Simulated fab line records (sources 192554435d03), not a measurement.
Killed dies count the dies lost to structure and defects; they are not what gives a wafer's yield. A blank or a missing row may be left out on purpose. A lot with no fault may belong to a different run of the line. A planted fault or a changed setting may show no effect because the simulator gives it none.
Split-lot experiment ; flow n5Finfet ; on a route of 1938 steps: 7 lots, 21 wafers read

## THE SPLIT ITSELF
At N5_BEOL_M15_COAT_58 (time 60 s, resist thk 89 nm), the setting spinRpm was moved away from the recipe's 1500 rpm on 7 of the 21 wafers read, by -7.7% to +8.5%. The other wafers ran this setting at the recipe's value.

## FROM THE SPLIT TO THE READING: what the file shows between them, 6 steps
- N5_BEOL_M15_EXPOSE_07: exposes mask V14 (also split here: doseMj)
- N5_BEOL_M15_PEB_08: peb time 90 s
- N5_BEOL_M15_DEVELOP_09: develop time 45 s
- N5_BEOL_M15_HARDBAKE_14: time 120 s
- N5_BEOL_M15_CD_MEAS_10: target cd 360 nm
- N5_BEOL_M15_DESCUM_15: chemistry O2, time 7.9 s

## THE READING
etch.depthNm (the simulator's own value, which no gauge read), in nm, at N5_BEOL_M15_ETCH_59 (etches BARC in N2/H2, target depth 89 nm, overetch 26.7 nm, time 67.9 s). No usual value for it is given in the file. Across the 14 wafers here that went through the recipe, the average is 89.05 nm and the standard deviation 0.25 nm.

wafer;tool, chamber at the split;spinRpm as run, rpm;against the recipe;etch.depthNm, nm;against lot-mates on the recipe
L074.3;lithoTrack-04, 0;1619;+7.9%;85.94;-3.34
L074.5;lithoTrack-04, 0;1500;recipe;89.28;-
L074.6;lithoTrack-04, 0;1619;+7.9%;85.8;-3.48
L079.1;lithoTrack-05, 0;1385;-7.7%;92.61;+3.28
L079.3;lithoTrack-05, 0;1500;recipe;89.25;-
L079.6;lithoTrack-05, 0;1500;recipe;89.4;-
L086.2;lithoTrack-03, 0;1500;recipe;88.79;-
L086.5;lithoTrack-03, 0;1500;recipe;89.1;-
L086.6;lithoTrack-03, 0;1500;recipe;89.15;-
L085.4;lithoTrack-04, 0;1431;-4.6%;91.49;no lot-mate on the recipe
L085.5;lithoTrack-04, 0;1431;-4.6%;91.34;no lot-mate on the recipe
L085.6;lithoTrack-04, 0;1431;-4.6%;91.72;no lot-mate on the recipe
L088.1;lithoTrack-03, 0;1500;recipe;88.66;-
L088.5;lithoTrack-03, 0;1500;recipe;88.9;-
L088.6;lithoTrack-03, 0;1627;+8.5%;85.07;-3.71
L092.2;lithoTrack-05, 0;1500;recipe;89.27;-
L092.5;lithoTrack-05, 0;1500;recipe;89.17;-
L092.6;lithoTrack-05, 0;1500;recipe;89.31;-
L096.2;lithoTrack-04, 0;1500;recipe;89.01;-
L096.5;lithoTrack-04, 0;1500;recipe;88.63;-
L096.6;lithoTrack-04, 0;1500;recipe;88.71;-

THE FIT
A straight line over all 21 wafers: etch.depthNm changes by -0.456 nm for each +1% of spinRpm; r = -0.99; the points scatter about the line by 0.29 nm.
The same after taking each lot's own level away (the mean of its wafers on the recipe; 18 wafers): -0.432 nm for each +1%; r = -1.00; scatter 0.12 nm.
The reading moves by 3.7 nm for the largest change in spinRpm, on that fit.
Across the lots, their own levels run from 88.780 to 89.325 nm, a range of 2.2 times the standard deviation given above.
The two slopes are in agreement: the lot-to-lot level therefore moves the slope only a little.
Check: for one of the wafers moved furthest among these (+8.5%), held out of the fit, the line's prediction against its lot-mates is -3.64 nm. It came out at -3.71 nm against them.

## OTHER SPLITS APPLIED TO THESE WAFERS
Other splits were also applied to these wafers ahead of the reading. Each is held against what the fit with the lots' levels taken away leaves over:
other split on the same wafers;wafers away from the commonest value;r with etch.depthNm (lot level and that fit taken away)
N5_BEOL_M14_TRENCH_ETCH_34 timeS;9;+0.11
N5_BEOL_M15_EXPOSE_07 doseMj;7;-0.25

## THE WHOLE CHAIN: every reading that the file lists as answering this split, in the file's order
step;what it does;reading;change (the file's fit);r (the file's)
N5_BEOL_M15_COAT_58;time 60 s, resist thk 89 nm;BARC_of_BEOL_M15_COAT_58.thkNm (the simulator's own value, which no gauge read);-0.428 nm for each +1% of the setting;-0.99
N5_BEOL_M15_ETCH_59;etches BARC in N2/H2, target depth 89 nm, overetch 26.7 nm, time 67.9 s;etch.depthNm (the simulator's own value, which no gauge read);-0.432 nm for each +1% of the setting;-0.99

## THE FILE'S OWN FIT
etch.depthNm changes by -0.432 nm for each +1% of spinRpm, r = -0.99.
